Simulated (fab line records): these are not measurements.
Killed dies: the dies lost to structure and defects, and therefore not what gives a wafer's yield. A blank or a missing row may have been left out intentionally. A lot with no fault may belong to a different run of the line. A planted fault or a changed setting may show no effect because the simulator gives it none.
Comparing a struck lot with a sound one | flow nand harc | 14 steps out of a route of 1302
Sound: wafers L208.2, L208.3, L208.5. Wafers L211.1, L211.2, L211.6 were the ones struck. At the end, the cause is stated.
Per side, at each step with rows, come the tool, then ch with its chambers, and then its first start. Under that, the readings that differ: sound wafers | struck wafers | difference of the means | sigmas: that difference in standard deviations of wafers without a fault.
alike: readings whose means differ by less than 2 such deviations, and words and numbers that are the same on both sides. not compared: withheld readings, readings that some wafer has no value for, bounds like >300 that may hide the same value, and numbers for which the record gives no deviation and whose values overlap.
The two part at a step that has a row with sigmas, a row that says differs or no value, or rows on one side only. Numbers that don't overlap but have no deviation are shown without sigmas and don't part them. A reading that every wafer of one side lacks parts them only if that side has two wafers or more.

first, 1 step without rows for these wafers: NHARC_A_SGD_CUT_ETCH_26 (etches SiO2 in dHF, target depth 45.8 nm).
NHARC_A_SGD_CUT_ETCHBACK_24: etches the open film in CH3F/O2, target depth 50 nm, time 92.857 s.
  sound on rie diel-07 ch 1,2,3, day 21 16:32; struck on rie diel-07 ch 0,2,3, day 23 18:37
  alike: drypump motor current A, oes product au, rf vpp V, showerhead plenum p Torr, throttle valve pct
  not compared: rf hours counter h
NHARC_A_SGD_CUT_STRIP_28: strips in O2, time 20 s.
  sound on rie diel-07 ch 1,2,3; struck on rie diel-07 ch 0,2
  alike: drypump motor current A, oes product au, rf vpp V, showerhead plenum p Torr, throttle valve pct
  not compared: rf hours counter h
NHARC_A_SGD_CUT_INSPECT_25:
  sound on defect inspect-01, day 21 16:44; struck on defect inspect-01, day 23 18:51
  alike: raw defect count
NHARC_A_SLIT_DEP_25: deposits SiO2, target thk 200 nm.
  sound on pecvd-03 ch 1,2, day 21 16:49; struck on pecvd-02 ch 1,2, day 23 18:55
  reading            | sound       | struck      | difference | sigmas
  heater power w (W) | 738 606 746 | 355 555 377 | -268       | -3
  alike: throttle valve pct
NHARC_A_SLIT_DEP_00: deposits aC, target thk 6200 nm.
  sound on acl dep-01 ch 0, day 21 18:49; struck on acl dep-03 ch 0, day 23 19:16
  alike: throttle valve pct
NHARC_A_SLIT_DEP_23: deposits SiON, target thk 100 nm.
  sound on pecvd-03 ch 0,1, day 21 22:06; struck on pecvd-04 ch 0,1, day 23 23:11
  alike: heater power w
then, 5 steps without rows for these wafers: NHARC_A_SLIT_DEHYDRATE_01 (time 120 s); NHARC_A_SLIT_HMDS_02 (time 30 s); NHARC_A_SLIT_COAT_03 (resist thk 90 nm); NHARC_A_SLIT_SOFTBAKE_04 (time 55 s); NHARC_A_SLIT_EBR_05.
NHARC_A_SLIT_EXPOSE_06: exposes mask SLIT.
  struck on arfi scanner-01, day 23 23:42; sound on arfi scanner-02 ch 0, day 21 22:38
  no value came back on the struck wafers for exposure dose mJ cm2, focus offset nm (nm); on the sound wafers exposure dose mJ cm2 reads 60.79 60.83 60.80
  alike: mask
then, 1 step without rows for these wafers: NHARC_A_SLIT_PEB_07 (peb time 65 s).

== WHERE THEY PART ==
First at NHARC_A_SLIT_DEP_25; last, within this record, at NHARC_A_SLIT_EXPOSE_06.

WHY: the cause the simulator had injected
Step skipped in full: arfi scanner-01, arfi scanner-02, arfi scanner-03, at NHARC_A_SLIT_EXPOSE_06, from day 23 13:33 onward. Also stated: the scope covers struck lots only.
